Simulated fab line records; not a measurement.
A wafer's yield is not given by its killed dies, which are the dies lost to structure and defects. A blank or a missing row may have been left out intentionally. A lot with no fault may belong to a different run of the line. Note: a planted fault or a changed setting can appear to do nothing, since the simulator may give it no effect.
Split-lot trial | flow n5 finfet | route with 1938 steps; 7 lots, 39 wafers read

## SPLIT DETAILS
At N5_DUMMY_GATE_ETCH_44 (etches poly-Si in HBr/O2, stops on SiO2, target depth 127.5 nm), the setting target depth a was moved away from the recipe's 1275 angstrom on 12 of the 39 wafers read, by -43.8% to -26.5%. All remaining wafers had this setting at the recipe value.

The split's own step is where the reading is taken.

## THE READING
oes product au, in a.u., at N5_DUMMY_GATE_ETCH_44 (etches poly-Si in HBr/O2, stops on SiO2, target depth 127.5 nm). Typical for fault-free wafers on this fab line: 0.737 a.u., with standard deviation 0.013 a.u.

wafer  | tool, chamber at the split | target depth a as run, angstrom | against the recipe | oes product au, a.u. | against lot-mates on the recipe
L074.1 | rie si-06, 1               | 1275                            | recipe             | 0.737                | -
L074.2 | rie si-06, 2               | 1275                            | recipe             | 0.743                | -
L074.3 | rie si-06, 3               | 1275                            | recipe             | 0.728                | -
L074.4 | rie si-06, 2               | 1275                            | recipe             | 0.735                | -
L074.5 | rie si-06, 1               | 1275                            | recipe             | 0.736                | -
L074.6 | rie si-06, 3               | 1275                            | recipe             | 0.725                | -
L078.3 | rie si-06, 1               | 1275                            | recipe             | 0.738                | -
L078.5 | rie si-06, 3               | 1275                            | recipe             | 0.737                | -
L078.6 | rie si-06, 0               | 1275                            | recipe             | 0.746                | -
L079.1 | rie si-02, 1               | 1275                            | recipe             | 0.731                | -
L079.2 | rie si-02, 0               | 936.9                           | -26.5%             | 0.836                | +0.109
L079.3 | rie si-02, 3               | 936.9                           | -26.5%             | 0.881                | +0.154
L079.4 | rie si-02, 2               | 1275                            | recipe             | 0.732                | -
L079.5 | rie si-02, 3               | 936.9                           | -26.5%             | 0.878                | +0.151
L079.6 | rie si-02, 0               | 1275                            | recipe             | 0.718                | -
L083.1 | rie si-01, 1               | 716.8                           | -43.8%             | 0.972                | +0.228
L083.2 | rie si-01, 0               | 716.8                           | -43.8%             | 1.002                | +0.258
L083.3 | rie si-01, 2               | 1275                            | recipe             | 0.740                | -
L083.4 | rie si-01, 3               | 716.8                           | -43.8%             | 1.003                | +0.259
L083.5 | rie si-01, 0               | 1275                            | recipe             | 0.746                | -
L083.6 | rie si-01, 3               | 1275                            | recipe             | 0.745                | -
L084.1 | rie si-06, 3               | 932.5                           | -26.9%             | 0.869                | +0.129
L084.2 | rie si-06, 1               | 932.5                           | -26.9%             | 0.865                | +0.125
L084.3 | rie si-06, 0               | 1275                            | recipe             | 0.741                | -
L084.4 | rie si-06, 2               | 1275                            | recipe             | 0.744                | -
L084.5 | rie si-06, 2               | 932.5                           | -26.9%             | 0.881                | +0.141
L084.6 | rie si-06, 1               | 1275                            | recipe             | 0.736                | -
L087.1 | rie si-02, 1               | 1275                            | recipe             | 0.733                | -
L087.2 | rie si-02, 0               | 1275                            | recipe             | 0.722                | -
L087.3 | rie si-02, 3               | 1275                            | recipe             | 0.750                | -
L087.4 | rie si-02, 0               | 1275                            | recipe             | 0.707                | -
L087.5 | rie si-02, 1               | 1275                            | recipe             | 0.744                | -
L087.6 | rie si-02, 3               | 1275                            | recipe             | 0.753                | -
L088.1 | rie si-06, 0               | 1275                            | recipe             | 0.741                | -
L088.2 | rie si-06, 3               | 902.7                           | -29.2%             | 0.846                | +0.111
L088.3 | rie si-06, 2               | 1275                            | recipe             | 0.730                | -
L088.4 | rie si-06, 1               | 902.7                           | -29.2%             | 0.863                | +0.128
L088.5 | rie si-06, 1               | 902.7                           | -29.2%             | 0.874                | +0.139
L088.6 | rie si-06, 0               | 1275                            | recipe             | 0.734                | -

FIT RESULTS
A straight line over all 39 wafers: oes product au changes by -0.00528 a.u. for each +1% of target depth a; r = -0.98; the points scatter about the line by 0.016 a.u.
The same after taking each lot's own level away (the mean of its wafers on the recipe; 39 wafers): -0.00522 a.u. for each +1%; r = -0.98; scatter 0.015 a.u.
Per that fit: largest target depth a move, reading shift of 0.23 a.u.
The span of the lots' own levels, 0.7270 to 0.7437 a.u., comes to 1.3 times the standard deviation stated above.
The two slopes agree, so the slope changes little with the lot-to-lot level.
Check: with one of the wafers moved furthest among these (-43.8%) left out of the fit, the line predicts +0.227 a.u. for it against its lot-mates. Against them it came out at +0.228 a.u.
Tool readings at the split's step, against how far the setting was moved: oes product au r = -0.98.

## THE FILE'S OWN FIT
oes product au changes by -0.00519 a.u. for each +1% of target depth a, r = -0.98.
